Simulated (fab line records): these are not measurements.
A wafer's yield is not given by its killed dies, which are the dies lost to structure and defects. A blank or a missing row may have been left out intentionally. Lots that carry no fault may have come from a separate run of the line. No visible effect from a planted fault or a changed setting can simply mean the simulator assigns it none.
fab line records ; flow nand_harc
record lots=12; wafers=36; last_day=33
route steps=1302 shown A_BLC@1122 A_M0@1148 END@1302
lots that met no fault: from a run of the same line without faults
start_h: start of the lot's first displayed wafer, in hours after the record's first day ; wait_h: hours since the lot's step before ; " repeats the value in the row above ; L1.1+2: several wafers, shown together as one row ; - no value, or no start given ; * or withheld: withheld ; < > ~ a bound
route shown NAME@n: NAME is a module with steps in the file, n the number in the route of the first one ; usual: mean/standard deviation taken from wafers without a fault ; same: alike in all rows ; chamber/n: place in a boat ; sites: the reading at each site ; _std_site: the standard deviation of these ; _edge_site: the outer-site mean with the inner-site mean subtracted ; radius_mm: for every site, how far away it sits from the centre of the wafer ; mask NAME#n: copy n ; behind: the last tool/chamber to shape the wafer ; hold: why the lot was held/for how many hours/how that ended ; device: names the non-switching transistor (n, p or np) ; end of line: the route-end tests of the same wafers ; a step given without rows: its recipe and nothing more ; killed: at the first sort, the dies lost to defects and structure; wafer yield is something else ; map: a wafer's dies, x killed, . not, _ none there
set.NAME: the setting that was run; set.NAME@STEP: the one run at that earlier step ; model.NAME: the simulator's own value behind a step, which no gauge read
route steps across a sampled set of lots; one table per step, one row per wafer
services: from which hour (start_h, from the record's first day; less than 0 if before it) a tool's chamber was out of use, for how many hours, and why
## steps
# step NHARC_A_BLC_ETCH_17
# recipe target_depth_a=3900; over_etch_frac=0.25; time_s=609.38; ion_energy_ev=200; n2_flow_sccm=150; h2_flow_sccm=150; ar_flow_sccm=0; rf_w=400; bias_w=150; chemistry=N2/H2
# usual drypump_motor_current_A=5.4/0.46; h2_flow_sccm=149.9/0.43; oes_product_au=1.002/0.012; rf_vpp_V=430.5/2.8; showerhead_plenum_p_Torr=2.03/0.1; throttle_valve_pct=14.171/0.0089
lot.wafer;tool;chamber;start_h;wait_h;drypump_motor_current_A;h2_flow_sccm;oes_product_au;rf_hours_counter_h;rf_vpp_V;showerhead_plenum_p_Torr;throttle_valve_pct
L694.1;rie_diel-10;3;-;-;5.1;149.9;0.980;6;426.9;1.90;14.181
L694.2;rie_diel-10;0;-;-;5.0;150.1;0.995;7;430.6;2.01;14.165
L694.5;rie_diel-10;3;-;-;5.1;149.6;0.985;-;427.0;1.90;14.175
L695.3;rie_diel-10;0;-;-;5.0;150.3;1.005;7;430.9;2.01;14.182
L695.2;rie_diel-10;3;-;-;5.1;149.8;0.990;7;427.6;1.90;14.175
L695.6;rie_diel-10;1;-;-;5.1;149.8;1.017;-;427.8;1.93;14.163
L699.4;rie_diel-10;2;-;-;5.2;150.4;1.009;10;432.2;2.12;14.161
L699.3;rie_diel-10;3;-;-;5.0;150.0;0.982;10;427.5;1.90;14.168
L699.6;rie_diel-10;1;-;-;5.1;149.9;1.017;-;427.4;1.93;14.178
L701.4;rie_diel-04;2;-;-;5.1;149.6;1.012;7;427.8;1.95;14.177
L701.2;rie_diel-04;0;-;-;5.8;150.5;0.984;7;431.3;2.08;14.163
L701.6;rie_diel-04;2;-;-;5.2;150.1;1.025;-;428.4;1.95;14.188
L703.2;rie_diel-04;0;-;-;5.8;150.2;0.984;8;433.1;2.08;14.168
L703.1;rie_diel-04;1;-;-;6.5;149.6;0.988;5;433.4;2.14;14.164
L703.3;rie_diel-04;2;-;-;5.2;149.2;1.010;7;429.0;1.95;14.164
L702.3;rie_diel-04;1;-;-;6.4;149.3;1.012;7;433.2;2.14;14.174
L702.2;rie_diel-04;3;-;-;5.2;149.9;1.020;9;433.6;2.14;14.153
L702.5;rie_diel-04;1;-;-;6.4;149.8;1.006;-;433.2;2.14;14.164
L704.3;rie_diel-04;0;-;-;5.8;150.0;1.001;10;429.4;2.08;14.166
L704.5;rie_diel-04;3;-;-;5.2;150.3;1.025;-;432.3;2.14;14.177
L704.6;rie_diel-04;0;-;-;5.8;150.1;1.004;-;433.0;2.08;14.192
L705.2;rie_diel-10;0;-;-;5.0;149.6;1.008;2;429.6;2.01;14.183
L705.1;rie_diel-10;1;-;-;5.1;149.1;0.999;3;428.4;1.93;14.171
L705.6;rie_diel-10;2;-;-;5.2;150.0;1.011;-;431.6;2.12;14.186
L708.1;rie_diel-10;0;-;-;5.0;149.9;1.012;3;430.1;2.01;14.173
L708.3;rie_diel-10;2;-;-;5.2;148.8;1.009;3;432.3;2.12;14.170
L708.5;rie_diel-10;1;-;-;5.1;149.2;0.996;-;426.9;1.93;14.161
L706.4;rie_diel-10;1;-;-;5.1;149.6;0.994;4;427.6;1.93;14.168
L706.6;rie_diel-10;3;-;-;5.1;149.6;0.987;-;426.3;1.90;14.190
L706.5;rie_diel-10;0;-;-;5.0;149.5;1.000;-;429.7;2.01;14.170
L715.2;rie_diel-01;1;-;-;6.4;150.1;1.018;54;425.6;1.89;14.170
L715.3;rie_diel-01;2;-;-;5.7;150.0;1.001;53;434.8;2.20;14.164
L715.6;rie_diel-01;2;-;-;5.7;149.6;0.997;-;434.2;2.20;14.182
L714.1;rie_diel-04;3;-;-;5.2;150.4;0.993;1;433.6;2.14;14.175
L714.2;rie_diel-04;0;-;-;5.8;150.3;0.985;1;432.2;2.07;14.179
L714.6;rie_diel-04;2;-;-;5.2;150.4;1.002;-;428.1;1.94;14.191
# step NHARC_A_BLC_INSPECT_28
# usual raw_defect_count=502/97
lot.wafer;tool;chamber;start_h;wait_h;raw_defect_count
L694.1;defect_inspect-02;-;533.80;0.1;472
L694.2;defect_inspect-02;-;533.80;0.1;603
L694.5;defect_inspect-02;-;533.80;0.1;487
L695.2;defect_inspect-01;-;536.83;0.1;374
L695.3;defect_inspect-01;-;536.83;0.1;487
L695.6;defect_inspect-01;-;536.83;0.1;564
L699.3;defect_inspect-02;-;592.22;0.1;436
L699.4;defect_inspect-02;-;592.22;0.1;360
L699.6;defect_inspect-02;-;592.22;0.1;490
L701.2;defect_inspect-01;-;620.78;0.1;563
L701.4;defect_inspect-01;-;620.78;0.1;430
L701.6;defect_inspect-01;-;620.78;0.1;427
L703.1;defect_inspect-02;-;621.58;0.1;452
L703.2;defect_inspect-02;-;621.58;0.1;461
L703.3;defect_inspect-02;-;621.58;0.1;462
L702.2;defect_inspect-01;-;639.75;0.1;336
L702.3;defect_inspect-01;-;639.75;0.1;415
L702.5;defect_inspect-01;-;639.75;0.1;444
L704.3;defect_inspect-01;-;649.37;0.1;521
L704.5;defect_inspect-01;-;649.37;0.1;398
L704.6;defect_inspect-01;-;649.37;0.1;403
L705.1;defect_inspect-02;-;665.21;0.1;727
L705.2;defect_inspect-02;-;665.21;0.1;511
L705.6;defect_inspect-02;-;665.21;0.1;706
L708.1;defect_inspect-01;-;668.48;0.1;407
L708.3;defect_inspect-01;-;668.48;0.1;519
L708.5;defect_inspect-01;-;668.48;0.1;598
L706.4;defect_inspect-01;-;673.87;0.1;467
L706.5;defect_inspect-01;-;673.87;0.1;391
L706.6;defect_inspect-01;-;673.87;0.1;509
L715.2;defect_inspect-01;-;737.87;0.1;602
L715.3;defect_inspect-01;-;737.87;0.1;508
L715.6;defect_inspect-01;-;737.87;0.1;435
L714.1;defect_inspect-01;-;739.70;0.1;531
L714.2;defect_inspect-01;-;739.70;0.1;479
L714.6;defect_inspect-01;-;739.70;0.1;581
# step NHARC_A_M0_OVL_MEAS_10
# recipe pitch_nm=160
# usual overlay_x_nm=0.1/0.71; overlay_y_nm=0.0/0.78
lot.wafer;tool;chamber;start_h;wait_h;overlay_x_nm;overlay_y_nm
L694.1;overlay-01;-;534.79;-;-0.1;-0.6
L694.2;overlay-01;-;534.79;-;-0.1;-1.1
L694.5;overlay-01;-;534.79;-;-0.2;-1.2
L695.2;overlay-01;-;537.70;-;-0.6;-0.1
L695.3;overlay-01;-;537.70;-;-0.4;0.3
L695.6;overlay-01;-;537.70;-;-0.8;-0.3
L699.3;overlay-02;-;593.22;-;-0.4;-0.1
L699.4;overlay-02;-;593.22;-;0.1;-0.4
L699.6;overlay-02;-;593.22;-;-0.4;-0.1
L701.2;overlay-02;-;621.77;-;1.7;1.4
L701.4;overlay-02;-;621.77;-;0.8;1.8
L701.6;overlay-02;-;621.77;-;1.9;1.3
L703.1;overlay-02;-;622.60;-;-0.4;-0.6
L703.2;overlay-02;-;622.60;-;-0.7;-1.1
L703.3;overlay-02;-;622.60;-;-0.6;-1.1
L702.2;overlay-02;-;640.61;-;0.5;1.1
L702.3;overlay-02;-;640.61;-;1.3;1.3
L702.5;overlay-02;-;640.61;-;1.1;0.9
L704.3;overlay-02;-;650.36;-;-0.3;0.2
L704.5;overlay-02;-;650.36;-;-0.3;-0.3
L704.6;overlay-02;-;650.36;-;-0.1;-0.4
L705.1;overlay-01;-;666.19;-;0.2;0.2
L705.2;overlay-01;-;666.19;-;0.0;0.8
L705.6;overlay-01;-;666.19;-;-0.5;0.5
L708.1;overlay-02;-;669.47;-;-0.9;-0.5
L708.3;overlay-02;-;669.47;-;-0.3;-0.3
L708.5;overlay-02;-;669.47;-;-0.5;-0.5
L706.4;overlay-01;-;674.76;-;0.1;1.6
L706.5;overlay-01;-;674.76;-;0.4;1.4
L706.6;overlay-01;-;674.76;-;0.0;1.4
L715.2;overlay-02;-;738.85;-;1.1;-1.1
L715.3;overlay-02;-;738.85;-;0.7;-0.8
L715.6;overlay-02;-;738.85;-;0.2;-0.4
L714.1;overlay-02;-;740.69;-;0.3;0.5
L714.2;overlay-02;-;740.69;-;0.7;0.2
L714.6;overlay-02;-;740.69;-;0.6;1.0
# step NHARC_A_M0_CMP_23
# recipe t_overpolish_s=20; target_thk_nm=113.75
# usual edge_zone_pressure_frac=1.000/0.0051; motor_current_A=11.7/1.2; time_to_endpoint_s=30.3/2.8
lot.wafer;tool;chamber;start_h;wait_h;edge_zone_pressure_frac;motor_current_A;time_to_endpoint_s
L694.1;cmp-02;1;536.98;-;1.005;11.4;27.8
L694.2;cmp-02;3;536.98;-;0.995;13.8;24.4
L694.5;cmp-02;2;536.98;-;0.997;10.7;28.8
L695.3;cmp-04;3;540.01;-;1.001;15.0;29.6
L695.2;cmp-04;0;540.01;-;1.002;13.0;28.3
L695.6;cmp-04;3;540.01;-;1.000;14.5;29.0
L699.3;cmp-02;1;595.32;-;1.002;10.9;29.4
L699.4;cmp-02;0;595.32;-;1.007;11.3;32.2
L699.6;cmp-02;1;595.32;-;0.999;11.2;27.0
L701.4;cmp-02;3;623.95;-;1.001;13.2;28.8
L701.2;cmp-02;0;623.95;-;1.000;11.6;35.4
L701.6;cmp-02;3;623.95;-;1.000;13.2;30.5
L703.1;cmp-01;2;624.76;-;0.999;11.2;32.0
L703.2;cmp-01;3;624.76;-;1.002;10.3;33.0
L703.3;cmp-01;0;624.76;-;0.994;10.2;34.7
L702.3;cmp-04;3;642.74;-;-;-;-
L702.2;cmp-04;0;642.74;-;-;-;-
L702.5;cmp-04;3;642.74;-;-;-;-
L704.3;cmp-04;0;652.49;-;-;-;-
L704.5;cmp-04;0;652.49;-;-;-;-
L704.6;cmp-04;1;652.49;-;-;-;-
L705.2;cmp-02;2;668.35;-;0.999;11.5;31.2
L705.1;cmp-02;0;668.35;-;0.997;11.9;35.9
L705.6;cmp-02;1;668.35;-;0.993;10.9;29.3
L708.1;cmp-01;3;671.65;-;0.997;10.7;31.2
L708.3;cmp-01;2;671.65;-;1.007;12.0;28.3
L708.5;cmp-01;0;671.65;-;1.007;10.5;30.8
L706.4;cmp-02;2;676.91;-;0.997;11.3;29.9
L706.6;cmp-02;0;676.91;-;0.988;11.4;35.7
L706.5;cmp-02;1;676.91;-;1.011;10.8;33.0
L715.3;cmp-04;0;740.97;-;0.997;12.1;28.9
L715.2;cmp-04;3;740.97;-;1.003;14.4;32.0
L715.6;cmp-04;0;740.97;-;1.004;12.5;33.1
L714.1;cmp-01;2;742.83;-;1.002;11.8;28.7
L714.2;cmp-01;3;742.83;-;1.005;10.7;31.1
L714.6;cmp-01;1;742.83;-;0.993;11.0;28.1
# step NHARC_A_M0_THK_MEAS_24
# recipe thk_meas_gauge=xrf
# usual thk_nm=114.2/1.5
lot.wafer;tool;chamber;start_h;wait_h;thk_nm
L694.1;film_metro-01;-;537.30;-;115.2
L694.2;film_metro-01;-;537.30;-;111.2
L694.5;film_metro-01;-;537.30;-;114.1
L695.2;film_metro-01;-;540.29;-;115.4
L695.3;film_metro-01;-;540.29;-;113.0
L695.6;film_metro-01;-;540.29;-;112.3
L699.3;film_metro-01;-;595.63;-;112.9
L699.4;film_metro-01;-;595.63;-;115.6
L699.6;film_metro-01;-;595.63;-;113.4
L701.2;film_metro-02;-;624.27;-;114.9
L701.4;film_metro-02;-;624.27;-;111.7
L701.6;film_metro-02;-;624.27;-;113.5
L703.1;film_metro-02;-;625.07;-;115.4
L703.2;film_metro-02;-;625.07;-;118.7
L703.3;film_metro-02;-;625.07;-;116.5
L702.2;film_metro-01;-;643.02;0.2;404.0
L702.3;film_metro-01;-;643.02;0.2;410.0
L702.5;film_metro-01;-;643.02;0.2;406.2
L704.3;film_metro-01;-;652.80;0.3;396.0
L704.5;film_metro-01;-;652.80;0.3;395.4
L704.6;film_metro-01;-;652.80;0.3;401.0
L705.1;film_metro-01;-;668.64;-;116.3
L705.2;film_metro-01;-;668.64;-;113.7
L705.6;film_metro-01;-;668.64;-;114.4
L708.1;film_metro-02;-;671.96;-;115.7
L708.3;film_metro-02;-;671.96;-;112.2
L708.5;film_metro-02;-;671.96;-;114.6
L706.4;film_metro-02;-;677.17;-;115.5
L706.5;film_metro-02;-;677.17;-;112.3
L706.6;film_metro-02;-;677.17;-;116.1
L715.2;film_metro-01;-;741.28;-;111.9
L715.3;film_metro-01;-;741.28;-;113.9
L715.6;film_metro-01;-;741.28;-;112.0
L714.1;film_metro-02;-;743.12;-;112.6
L714.2;film_metro-02;-;743.12;-;115.6
L714.6;film_metro-02;-;743.12;-;115.3
# step NHARC_END_SORT_01
# recipe temp_c=25
# usual defect_limited_yield=91.1/2.9; killed_at_array=55/20; killed_at_other=1.1/1.2; killed_at_periphery=3.8/2.8; killed_dies=60/19; killed_open=3.4/1.9; killed_short=2.2/1.5
# same gross_dies=677
lot.wafer;tool;chamber;start_h;wait_h;defect_limited_yield[%];killed_at_array;killed_at_other;killed_at_periphery;killed_dies;killed_open;killed_short
L702.2;prober-02;0;683.77;2.8;0;672;0;5;677;4;2
L702.3;prober-02;0;684.58;3.1;0;673;1;3;677;5;0
L702.5;prober-02;0;686.20;3.7;0;671;1;5;677;6;4
L704.3;prober-01;0;693.82;3.1;0;675;1;1;677;3;3
L704.5;prober-01;0;695.41;3.7;0;675;0;2;677;4;3
L704.6;prober-01;0;696.20;4.0;0;672;0;5;677;2;1
# killed by level:class
L702.2 A_M0:area_cmp=635 A_CHANNEL_HOLE_D2:chamber_film_flake=13 A_CHANNEL_HOLE_D1:chamber_film_flake=6 A_STAIRCASE:chamber_film_flake=6 A_CONTACT:chamber_film_flake=4 P_GATE:chamber_film_flake=3 A_SLIT:chamber_film_flake=2 A_WL_FILL:chamber_film_flake=2
L702.3 A_M0:area_cmp=642 A_CHANNEL_HOLE_D2:chamber_film_flake=16 A_CONTACT:chamber_film_flake=4 P_GATE:chamber_film_flake=2 A_CHANNEL_HOLE_D1:chamber_film_flake=2 A_STAIRCASE:chamber_film_flake=2 A_WL_FILL:chamber_film_flake=2 P_M0:geometric_particle:open=1
L702.5 A_M0:area_cmp=622 A_CHANNEL_HOLE_D2:chamber_film_flake=14 A_BONDPAD:chamber_film_flake=7 A_CHANNEL_HOLE_D1:chamber_film_flake=5 A_SLIT:chamber_film_flake=5 A_ONON_D2:geometric_particle:open=3 P_GATE:chamber_film_flake=3 A_STAIRCASE:chamber_film_flake=3
L704.3 A_M0:area_cmp=649 A_CHANNEL_HOLE_D1:chamber_film_flake=6 A_CONTACT:chamber_film_flake=6 A_SLIT:chamber_film_flake=4 A_STAIRCASE:chamber_film_flake=2 P_M1:geometric_particle:short=1 A_ONON_D2:geometric_particle:short=1 A_CHANNEL_FILL_D2:geometric_particle:open=1
L704.5 A_M0:area_cmp=654 A_CHANNEL_HOLE_D1:chamber_film_flake=5 A_CONTACT:chamber_film_flake=5 A_STAIRCASE:chamber_film_flake=4 P_GATE:geometric_particle:open=1 P_M2:geometric_particle:open=1 A_ONON_D1:geometric_particle:short=1 A_ONON_D1:geometric_particle:open=1
L704.6 A_M0:area_cmp=652 A_CHANNEL_HOLE_D1:chamber_film_flake=5 A_STAIRCASE:chamber_film_flake=5 A_SLIT:chamber_film_flake=3 P_CONTACT:chamber_film_flake=2 A_CHANNEL_HOLE_D2:chamber_film_flake=2 A_CHANNEL_FILL_D2:chamber_film_flake=2 P_GATE:geometric_particle:open=1
## services
tool;chamber;start_h;hours;kind
cmp-04;-;508.03;5.6;repair
cmp-02;-;526.68;4.0;pm
cmp-01;-;527.30;3.8;repair
cmp-04;-;542.58;2.1;repair
rie_diel-04;1;545.01;15.0;repair
cmp-02;-;554.56;1.2;repair
cmp-04;-;576.37;1.1;repair
cmp-01;-;577.52;4.0;pm
cmp-04;-;580.62;0.4;repair
rie_diel-04;1;593.36;8.4;repair
rie_diel-10;-;596.56;9.0;pm
cmp-04;-;601.14;4.0;pm
cmp-01;-;617.94;2.3;repair
cmp-02;-;624.68;4.0;pm
rie_diel-10;2;641.59;12.1;repair
cmp-04;-;644.88;5.8;repair
cmp-04;-;663.65;0.8;repair
cmp-04;-;665.70;2.4;repair
cmp-02;-;680.67;1.8;repair
cmp-04;-;683.68;0.2;repair
cmp-04;-;699.14;4.0;pm
rie_diel-04;-;708.92;9.0;pm
rie_diel-10;1;715.74;32.8;repair
cmp-02;-;722.68;4.0;pm
## key
first_sign step=NHARC_A_M0_CMP_23; reading=tool_record; direction=missing
effect step=NHARC_A_M0_THK_MEAS_24; reading=thk_nm; direction=up; sigmas=99+; usual=114.2; struck=402.1
effect step=NHARC_END_SORT_01; reading=defect_limited_yield; direction=down; sigmas=32; usual=91.1; struck=0
more_kills_born_at NHARC_A_M0_CMP_23@cmp-04=3854
met_at NHARC_A_M0_CMP_23
struck_lots L702,L704
later_rows_left_out L702.2,L702.3,L702.5,L704.3,L704.5,L704.6
not_acting_at NHARC_A_BLC_ETCH_17,NHARC_A_BLC_INSPECT_28,NHARC_A_M0_OVL_MEAS_10
onset_between 540.01 642.74
fault kind=skipped_step_whole; tool=cmp-04; chamber=-; onset_h=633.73; steps=NHARC_A_M0_CMP_23; scope=struck_lots_only
# later_rows_left_out: the simulator's readings of these wafers behind a module that went badly wrong aren't trusted and aren't shown, but for the sort
